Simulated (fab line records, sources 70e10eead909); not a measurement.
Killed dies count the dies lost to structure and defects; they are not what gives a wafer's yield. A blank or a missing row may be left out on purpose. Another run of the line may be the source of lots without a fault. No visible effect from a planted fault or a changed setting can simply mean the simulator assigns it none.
Struck lot and sound lot, side by side || flow nandHarc || 14 out of 1159 route steps
Sound: these wafers, L627.4, L627.5, L627.6. Struck: wafer L618.6; the same lot's L618.3 was not struck, so it is left out; see the end for the cause.
Per side, at each step with rows, come the tool, then ch with its chambers, and then its first start. Under that, the readings that differ: sound wafers || struck wafers || difference of the means || sigmas: that difference in standard deviations of wafers without a fault.
alike: a reading whose means differ by less than 2 such deviations, as well as words and numbers matching on both sides. not compared: withheld readings; readings where some wafer has no value; bounds like >300 that might hide an equal value; numbers whose values overlap and for which the record gives no deviation.
A row with sigmas, a row that says differs or no value, or rows on one side alone: a step with any of these is where the two part. When numbers do not overlap yet have no deviation, they are printed without sigmas and do not part them. A reading missing from all wafers of one side parts the sides only when that side holds two or more wafers.

first, 9 steps without rows for these wafers: NHARC_A_STAIRCASE_DEHYDRATE_209 (time 120 s); NHARC_A_STAIRCASE_HMDS_210 (time 30 s); NHARC_A_STAIRCASE_COAT_211; NHARC_A_STAIRCASE_SOFTBAKE_212 (time 170 s); NHARC_A_STAIRCASE_EBR_213; NHARC_A_STAIRCASE_EXPOSE_214 (exposes mask STAIR 3); NHARC_A_STAIRCASE_PEB_215 (peb time 130 s); NHARC_A_STAIRCASE_DEVELOP_216 (time 140 s); NHARC_A_STAIRCASE_HARDBAKE_218 (time 140 s).
NHARC_A_STAIRCASE_DESCUM_219: chemistry O2, time 3 s.
  sound on rieDiel-02 ch 2,3, day 16 06:53; struck on rieDiel-07 ch 0, day 14 09:43
{"reading": "mfcArSccm (sccm)", "sound": "0 0 0", "struck": 0.022, "difference": "+0.022", "sigmas": "+2"}
  alike: drypumpMotorCurrentA, oesProductAu, rfVppV, showerheadPlenumPTorr, throttleValvePct
  not compared: rfHoursCounterH
NHARC_A_STAIRCASE_TRIM_220: chemistry O2, time 211.2 s.
  sound on rieDiel-02 ch 0,2,3, day 16 07:01; struck on rieDiel-07 ch 2, day 14 09:48
  alike: drypumpMotorCurrentA, mfcArSccm, oesProductAu, rfVppV, showerheadPlenumPTorr, throttleValvePct
  not compared: rfHoursCounterH
NHARC_A_STAIRCASE_ETCH_221: etches the open film in C4F8/O2, target depth 100 nm, time 40.5 s.
  sound on rieDiel-02 ch 1,2, day 16 07:08; struck on rieDiel-07 ch 0, day 14 10:00
{"reading": "oesProductAu (a.u.)", "sound": "0.968 0.952 0.951", "struck": 1.086, "difference": "+0.129", "sigmas": "+9"}
  alike: rfVppV
  not compared: rfHoursCounterH
NHARC_A_STAIRCASE_TRIM_222: chemistry O2, time 211.2 s.
  sound on rieDiel-02 ch 0,1,3; struck on rieDiel-07 ch 0
  alike: drypumpMotorCurrentA, mfcArSccm, oesProductAu, rfVppV, showerheadPlenumPTorr, throttleValvePct
  not compared: rfHoursCounterH
-- break in the record here, with 8 days between the starts of the struck wafers on either side (left off in module A_STAIRCASE, picked up again in module END, where the first step shown is number 1159 on the route) --
NHARC_END_SORT_01:
  the record has rows for the struck wafers here (prober-02 ch 0, day 22 05:49) and none for the sound ones

## WHERE THEY PART
Earliest at NHARC_A_STAIRCASE_DESCUM_219; latest, in this record, at NHARC_END_SORT_01.

WHY: what had been put in by the simulator
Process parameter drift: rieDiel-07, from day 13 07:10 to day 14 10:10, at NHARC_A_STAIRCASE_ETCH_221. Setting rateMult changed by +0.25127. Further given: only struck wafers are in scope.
